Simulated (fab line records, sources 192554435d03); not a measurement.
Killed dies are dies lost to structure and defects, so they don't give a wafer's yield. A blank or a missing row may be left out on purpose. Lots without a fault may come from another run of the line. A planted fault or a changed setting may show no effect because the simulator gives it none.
Chamber matching | flow n5_finfet | N5_BEOL_M6_DESCUM_33 on rie_diel-02: 4 sister chambers
The step chemistry O2, time 7 s. 4 wafers are shown with their chamber, then 7 later ones without.

WAFERS WITH THEIR CHAMBER
wafer  | chamber | drypump_motor_current_A (A)
L082.5 | 0       | 6.2
L084.5 | 1       | 5.8
L085.2 | 2       | 6.7
L085.3 | 3       | 5.2

WAFERS WITHOUT THEIR CHAMBER
wafer  | drypump_motor_current_A (A)
L085.4 | 6.2
L088.1 | 5.2
L088.2 | 5.8
L088.5 | 5.8
L092.2 | 6.2
L092.4 | 5.2
L092.5 | 6.1

WHICH CHAMBER EACH WENT THROUGH
wafer  | from the rows above | in truth
L085.4 | 0                   | 0
L088.1 | 3                   | 3
L088.2 | 1                   | 1
L088.5 | 1                   | 1
L092.2 | 0                   | 0
L092.4 | 3                   | 3
L092.5 | 0                   | 0
Placed correctly: 7 of 7. Can't be placed from these rows: 0. Placed wrongly: 0.
How it was worked out, from the rows above alone: a wafer's distance from a chamber is the root of the sum, over the readings, of the square of ((its reading less the chamber's mean) divided by the reading's scatter). The wafer belongs to the nearest chamber; if the next one is less than 2 further off, it can't be placed. A chamber's mean is the mean of its shown wafers. The scatter: with one shown wafer a chamber, the root of the mean of the squares of how far each hidden wafer lies from its nearest shown one.
